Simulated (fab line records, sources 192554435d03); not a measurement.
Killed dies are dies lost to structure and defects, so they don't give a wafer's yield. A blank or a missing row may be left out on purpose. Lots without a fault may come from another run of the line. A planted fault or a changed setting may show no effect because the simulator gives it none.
Split-lot experiment | flow n5_finfet | 7 lots, 39 wafers read, on a route of 1938 steps

THE SPLIT
At N5_DUMMY_GATE_ETCH_44 (etches poly-Si in HBr/O2, stops on SiO2, target depth 127.5 nm), the setting target_depth_a was moved away from the recipe's 1275 angstrom on 9 of the 39 wafers read, by +9.3% to +12.9%. The other wafers ran this setting at the recipe's value.

The reading is taken at the split's own step.

THE READING
SiO2_of_DUMMY_GATE_ALD_02.thk_nm (the simulator's own value, which no gauge read), in nm, at N5_DUMMY_GATE_ETCH_44 (etches poly-Si in HBr/O2, stops on SiO2, target depth 127.5 nm). The file gives no usual value for it.

wafer  | tool, chamber at the split | target_depth_a as run, angstrom | against the recipe | SiO2_of_DUMMY_GATE_ALD_02.thk_nm, nm | against lot-mates on the recipe
L079.1 | rie_si-04, 1,3,2,2,1,3     | 1275                            | recipe             | 2                                    | -
L079.2 | rie_si-04, 1,3,2,2,1,3     | 1275                            | recipe             | 2                                    | -
L079.3 | rie_si-04, 1,3,2,2,1,3     | 1275                            | recipe             | 2                                    | -
L079.4 | rie_si-04, 1,3,2,2,1,3     | 1275                            | recipe             | 2                                    | -
L079.5 | rie_si-04, 1,3,2,2,1,3     | 1275                            | recipe             | 2                                    | -
L079.6 | rie_si-04, 1,3,2,2,1,3     | 1275                            | recipe             | 2                                    | -
L080.1 | rie_si-05, 1,0,3,2,1,2     | 1275                            | recipe             | 2                                    | -
L080.2 | rie_si-05, 1,0,3,2,1,2     | 1275                            | recipe             | 2                                    | -
L080.3 | rie_si-05, 1,0,3,2,1,2     | 1275                            | recipe             | 2                                    | -
L080.4 | rie_si-05, 1,0,3,2,1,2     | 1275                            | recipe             | 2                                    | -
L080.5 | rie_si-05, 1,0,3,2,1,2     | 1275                            | recipe             | 2                                    | -
L080.6 | rie_si-05, 1,0,3,2,1,2     | 1275                            | recipe             | 2                                    | -
L086.1 | rie_si-04, 1               | 1439                            | +12.9%             | 1.8                                  | -0.2
L086.2 | rie_si-04, 2,0,0           | 1275                            | recipe             | 2                                    | -
L086.4 | rie_si-04, 2,0,0           | 1275                            | recipe             | 2                                    | -
L086.5 | rie_si-04, 2,0,0           | 1275                            | recipe             | 2                                    | -
L086.3 | rie_si-04, 3               | 1439                            | +12.9%             | 1.6                                  | -0.4
L086.6 | rie_si-04, 3               | 1439                            | +12.9%             | 1.6                                  | -0.4
L088.1 | rie_si-03, 3,3,0           | 1275                            | recipe             | 2                                    | -
L088.5 | rie_si-03, 3,3,0           | 1275                            | recipe             | 2                                    | -
L088.6 | rie_si-03, 3,3,0           | 1275                            | recipe             | 2                                    | -
L090.1 | rie_si-05, 1,0,3           | 1431                            | +12.2%             | 1.8                                  | -0.2
L090.3 | rie_si-05, 1,0,3           | 1431                            | +12.2%             | 1.8                                  | -0.2
L090.6 | rie_si-05, 1,0,3           | 1431                            | +12.2%             | 1.8                                  | -0.2
L090.2 | rie_si-05, 3,2,0           | 1275                            | recipe             | 2                                    | -
L090.4 | rie_si-05, 3,2,0           | 1275                            | recipe             | 2                                    | -
L090.5 | rie_si-05, 3,2,0           | 1275                            | recipe             | 2                                    | -
L093.1 | rie_si-03, 1,0,2,3,2,3     | 1275                            | recipe             | 2                                    | -
L093.2 | rie_si-03, 1,0,2,3,2,3     | 1275                            | recipe             | 2                                    | -
L093.3 | rie_si-03, 1,0,2,3,2,3     | 1275                            | recipe             | 2                                    | -
L093.4 | rie_si-03, 1,0,2,3,2,3     | 1275                            | recipe             | 2                                    | -
L093.5 | rie_si-03, 1,0,2,3,2,3     | 1275                            | recipe             | 2                                    | -
L093.6 | rie_si-03, 1,0,2,3,2,3     | 1275                            | recipe             | 2                                    | -
L096.1 | rie_si-03, 0,1,2           | 1393                            | +9.3%              | 1.8                                  | -0.2
L096.2 | rie_si-03, 0,1,2           | 1393                            | +9.3%              | 1.8                                  | -0.2
L096.3 | rie_si-03, 0,1,2           | 1393                            | +9.3%              | 1.8                                  | -0.2
L096.4 | rie_si-03, 3,3,0           | 1275                            | recipe             | 2                                    | -
L096.5 | rie_si-03, 3,3,0           | 1275                            | recipe             | 2                                    | -
L096.6 | rie_si-03, 3,3,0           | 1275                            | recipe             | 2                                    | -
Where a row lists several chambers, the file gives one row for several wafers and doesn't say which wafer went through which chamber.

THE FIT
A straight line over all 39 wafers: SiO2_of_DUMMY_GATE_ALD_02.thk_nm changes by -0.0214 nm for each +1% of target_depth_a; r = -0.95; the points scatter about the line by 0.036 nm.
The same after taking each lot's own level away (the mean of its wafers on the recipe; 39 wafers): -0.0214 nm for each +1%; r = -0.95; scatter 0.036 nm.
On that fit, the largest move of target_depth_a shifts the reading by 0.28 nm.
The lots' own levels span 2.00 to 2.00 nm.
So the lot-to-lot level changes the slope little: the two slopes agree.
Check: with one of the wafers moved furthest among these (+12.9%) left out of the fit, the line predicts -0.288 nm for it against its lot-mates. It came out at -0.2 nm against them.

OTHER SPLITS ON THESE WAFERS
These wafers also went through other splits before the reading. Each is held against what the fit with the lots' levels taken away leaves over:
other split on the same wafers  | wafers away from the commonest value | r with SiO2_of_DUMMY_GATE_ALD_02.thk_nm (lot level and that fit taken away)
N5_DUMMY_GATE_EXPOSE_12 dose_mj | 12                                   | +0.11

THE FILE'S OWN FIT
SiO2_of_DUMMY_GATE_ALD_02.thk_nm changes by -0.0214 nm for each +1% of target_depth_a, r = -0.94.
